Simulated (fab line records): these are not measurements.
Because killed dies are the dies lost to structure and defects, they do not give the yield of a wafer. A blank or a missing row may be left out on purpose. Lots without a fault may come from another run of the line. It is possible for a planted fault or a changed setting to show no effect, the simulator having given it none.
Chamber matching	flow n5-finfet	N5_BEOL_M0_SAQP_ETCH_102 on rie-si-06: 4 sister chambers
The step etches SiO2 in CF4, target depth 4 nm, time 4.4 s. 16 wafers are shown with their chamber, then 8 later ones without.

EACH WAFER AND ITS CHAMBER
wafer	chamber	drypump-motor-current-A (A)	throttle-valve-pct (%)	oes-product-au (a.u.)
L076.1	3	4.9	22.24	1.035
L076.4	0	6.2	21.80	0.992
L076.5	1	6.1	22.01	1.020
L077.3	3	4.9	22.20	1.047
L077.5	3	4.9	22.23	1.044
L077.6	0	6.2	21.78	0.993
L078.2	1	6.1	22.03	1.032
L078.3	3	4.9	22.25	1.033
L078.4	0	6.2	21.78	1.007
L080.1	2	5.7	21.90	1.033
L080.2	1	6.1	22.02	1.020
L080.3	0	6.1	21.80	1.004
L080.4	3	4.9	22.23	1.035
L080.5	1	6.1	22.03	1.022
L080.6	0	6.1	21.78	0.995
L084.2	0	6.2	21.80	0.990

SIGNATURES, as means of the wafers listed above
reading	chamber 0	chamber 1	chamber 2	chamber 3	scatter within a chamber
drypump-motor-current-A	6.167	6.100	5.700	4.900	0.0333
throttle-valve-pct	21.7900	22.0225	21.9000	22.2300	0.0138
oes-product-au	0.99683	1.02350	1.03300	1.03880	0.00645
Rule: a wafer's distance from a chamber is the root of the sum, over the readings, of the square of ((its reading less the chamber's mean) divided by the reading's scatter). The wafer belongs to the nearest chamber; if the next one is less than 2 further off, it can't be placed. The scatter: the root of (the sum of the squares of (reading less its chamber's mean) over the shown wafers, divided by (wafers less chambers)).

WAFERS WITH NO CHAMBER GIVEN
wafer	drypump-motor-current-A (A)	throttle-valve-pct (%)	oes-product-au (a.u.)
L084.3	6.1	21.99	1.016
L084.6	4.9	22.23	1.020
L091.2	6.1	22.01	1.033
L091.5	6.1	22.01	1.024
L091.6	6.2	21.76	1.002
L093.2	5.6	21.91	1.020
L093.3	5.0	22.25	1.028
L093.4	6.1	22.01	1.019

THE CHAMBER EACH PASSED THROUGH
wafer	from the rows above	in truth
L084.3	1	1
L084.6	3	3
L091.2	1	1
L091.5	1	1
L091.6	0	0
L093.2	2	2
L093.3	3	3
L093.4	1	1
Correct placement for 8 of the 8. Not placeable from these rows: 0. Placed wrongly: 0.
